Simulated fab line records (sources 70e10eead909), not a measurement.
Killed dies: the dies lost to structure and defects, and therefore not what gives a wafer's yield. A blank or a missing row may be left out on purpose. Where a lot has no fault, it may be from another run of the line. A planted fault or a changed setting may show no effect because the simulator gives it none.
Matching of chambers || flow nand_harc || rie_diel-03 running NHARC_A_WL_FILL_STRIP_29: 4 sister chambers
The step strips in O2, time 20 s. 8 wafers are shown with their chamber, then 7 later ones without.

WAFERS WITH THEIR CHAMBER
{"wafer": "L076.2", "chamber": 1, "drypump_motor_current_A (A)": 6.1, "rf_vpp_V (V)": 56.2}
{"wafer": "L081.3", "chamber": 1, "drypump_motor_current_A (A)": 6.1, "rf_vpp_V (V)": 57.1}
{"wafer": "L086.3", "chamber": 2, "drypump_motor_current_A (A)": 6.1, "rf_vpp_V (V)": 59.2}
{"wafer": "L086.6", "chamber": 0, "drypump_motor_current_A (A)": 5.7, "rf_vpp_V (V)": 56.1}
{"wafer": "L088.3", "chamber": 2, "drypump_motor_current_A (A)": 6.0, "rf_vpp_V (V)": 56.8}
{"wafer": "L088.6", "chamber": 3, "drypump_motor_current_A (A)": 5.5, "rf_vpp_V (V)": 59.0}
{"wafer": "L094.1", "chamber": 0, "drypump_motor_current_A (A)": 5.7, "rf_vpp_V (V)": 56.6}
{"wafer": "L094.2", "chamber": 3, "drypump_motor_current_A (A)": 5.5, "rf_vpp_V (V)": 59.8}

WAFERS MISSING THEIR CHAMBER
{"wafer": "L094.3", "drypump_motor_current_A (A)": 6.1, "rf_vpp_V (V)": 58.0}
{"wafer": "L093.1", "drypump_motor_current_A (A)": 5.6, "rf_vpp_V (V)": 58.3}
{"wafer": "L093.2", "drypump_motor_current_A (A)": 6.0, "rf_vpp_V (V)": 58.7}
{"wafer": "L093.4", "drypump_motor_current_A (A)": 6.2, "rf_vpp_V (V)": 57.1}
{"wafer": "L096.2", "drypump_motor_current_A (A)": 5.6, "rf_vpp_V (V)": 58.2}
{"wafer": "L096.4", "drypump_motor_current_A (A)": 6.2, "rf_vpp_V (V)": 56.6}
{"wafer": "L096.6", "drypump_motor_current_A (A)": 5.5, "rf_vpp_V (V)": 59.3}

WHICH CHAMBER EACH ONE RAN IN
{"wafer": "L094.3", "from the rows above": "can't be placed: 1 or 2", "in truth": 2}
{"wafer": "L093.1", "from the rows above": "can't be placed: 3 or 0", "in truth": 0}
{"wafer": "L093.2", "from the rows above": "can't be placed: 2 or 1", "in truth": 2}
{"wafer": "L093.4", "from the rows above": "can't be placed: 1 or 2", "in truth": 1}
{"wafer": "L096.2", "from the rows above": "can't be placed: 3 or 0", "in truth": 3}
{"wafer": "L096.4", "from the rows above": "can't be placed: 1 or 2", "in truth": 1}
{"wafer": "L096.6", "from the rows above": 3, "in truth": 3}
1 of 7 placed correctly. Unplaceable from these rows: 6, with the true chamber sitting among the candidates in 6. Wrongly placed: 0.
How it was worked out, from the rows above alone: a wafer's distance from a chamber is the root of the sum, over the readings, of the square of ((its reading less the chamber's mean) divided by the reading's scatter). The wafer belongs to the nearest chamber; if the next one is less than 2 further off, it can't be placed. A chamber's mean is the mean of its shown wafers. The scatter: take each reading less its chamber's mean, square it, sum over the shown wafers, divide by the number of wafers less the number of chambers, and take the root.
